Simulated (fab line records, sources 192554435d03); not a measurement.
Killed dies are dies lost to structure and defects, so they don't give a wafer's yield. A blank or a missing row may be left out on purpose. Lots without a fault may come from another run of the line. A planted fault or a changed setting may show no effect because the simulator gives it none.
Chamber matching | flow n5_finfet | N5_BEOL_M4_VIA_ETCH_34 on rie_diel-02: 4 sister chambers
The step etches the open film in C4F6/O2, target depth 69.4 nm, time 65.9 s. 4 wafers are shown with their chamber, then 8 later ones without.

WAFERS WITH THEIR CHAMBER
wafer  | chamber | throttle_valve_pct (%)
L083.5 | 1       | 30.78
L084.4 | 3       | 30.76
L084.6 | 2       | 30.93
L090.3 | 0       | 30.18

WAFERS WITHOUT THEIR CHAMBER
wafer  | throttle_valve_pct (%)
L090.4 | 30.95
L090.5 | 30.94
L094.1 | 30.97
L094.2 | 30.83
L094.3 | 30.18
L096.3 | 30.19
L096.4 | 30.97
L096.5 | 30.79

WHICH CHAMBER EACH WENT THROUGH
wafer  | from the rows above          | in truth
L090.4 | 2                            | 2
L090.5 | 2                            | 2
L094.1 | 2                            | 2
L094.2 | can't be placed: 1 or 3 or 2 | 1
L094.3 | 0                            | 0
L096.3 | 0                            | 0
L096.4 | 2                            | 2
L096.5 | can't be placed: 1 or 3      | 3
Placed correctly: 6 of 8. Can't be placed from these rows: 2 (the true chamber is among the candidates in 2). Placed wrongly: 0.
How it was worked out, from the rows above alone: a wafer's distance from a chamber is the root of the sum, over the readings, of the square of ((its reading less the chamber's mean) divided by the reading's scatter). The wafer belongs to the nearest chamber; if the next one is less than 2 further off, it can't be placed. A chamber's mean is the mean of its shown wafers. The scatter: with one shown wafer a chamber, the root of the mean of the squares of how far each hidden wafer lies from its nearest shown one.
